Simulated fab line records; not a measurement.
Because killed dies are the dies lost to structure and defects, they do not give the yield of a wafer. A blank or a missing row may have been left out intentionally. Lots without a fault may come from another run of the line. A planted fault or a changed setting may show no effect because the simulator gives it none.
Problem report in the 8D (eight disciplines) form, filled by code | flow nandHarc | the parts of the form that need people (team, actions taken, sign-off) are left out

== 1. WHAT IS WRONG ==
Wafers without a fault read 999 nm, standard deviation 6.9; thkNm at NHARC_A_ONON_D1_THK_MEAS_05 reads a mean of 332 nm on 6 wafers belonging to 2 lots. Measured from the usual mean, that is -97 standard deviations.
The step: measures by ellipsometry.
Earliest sighting: wafer L408.1 on filmMetro-02 at day 15 09:28. Wafers with a number at this step in the record: 42, from 14 lots. Rule for "out", or "out of limits": more than 4 standard deviations from the usual mean. The other wafers with a number count as sound.

== 2. WHAT THIS IS AND IS NOT ==
question                    | is                     | is not
which readings at this step | thkNm                  | -
which lots                  | L408, L410             | L390, L391, L392, L393, L394, L395, L397, L398, L401, L402, L404, L405
which wafers of those lots  | all that have a number | -
read on which gauges        | filmMetro-02           | filmMetro-01
when                        | from day 15 09:28      | up to then (36 sound wafers)

== 3. THE SUSPECTS, EACH WITH WHAT RULES IT OUT ==
Counting: a tool at any process step up to the reading remains a suspect when it ran all the lots that are out and ran no sound lot after the first of those.
- the gauge at NHARC_A_ONON_D1_THK_MEAS_05 is ruled out. All the wafers that are out were read on filmMetro-02, but those of them that NHARC_END_SORT_01 has rows for are out there too, on other tools.
- pecvdOnon-02 at NHARC_A_ONON_D1_DEP_03 (target thk 1000 nm): kept. It ran every lot that is out, first L408 (day 15 08:58), and no sound lot after that; its last sound lot up to then is L405 (day 13 23:58).
Remaining after the count: pecvdOnon-02 at NHARC_A_ONON_D1_DEP_03.

== 4. THE CAUSE (what the simulator had put in) ==
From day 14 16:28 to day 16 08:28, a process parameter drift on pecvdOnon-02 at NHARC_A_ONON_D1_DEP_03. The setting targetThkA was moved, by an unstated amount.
Only this tool survived the counting.

== 5. THE CHAIN OF EFFECTS, in route order ==
Each row: a reading where the mean over the struck wafers with a number is more than 3 standard deviations away from the usual. Scope: only readings with a usual standard deviation given in the record; hours: median across lots of the time from each lot's start at the first step in this table that gives one to its start at this step; sigmas: change in usual standard deviations.
hours | step                        | reading       | usual  | on struck wafers | change | sigmas
0     | NHARC_A_ONON_D1_THK_MEAS_05 | thkNm         | 999 nm | 332              | -666   | -97
414   | NHARC_END_SORT_01           | killedAtArray | 54     | 673              | +619   | +36
414   | NHARC_END_SORT_01           | killedDies    | 58     | 677              | +619   | +36

== 6. WHAT WOULD HAVE CAUGHT IT SOONER ==
The first out-of-limits reading at a measuring or inspecting step in this record came at day 15 09:28, 17 hours after the fault's start at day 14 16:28.
Among the 2 lots that are out, L410 began NHARC_A_ONON_D1_DEP_03 on pecvdOnon-02 after day 15 09:28. Putting the tool on hold at that point would have spared it.
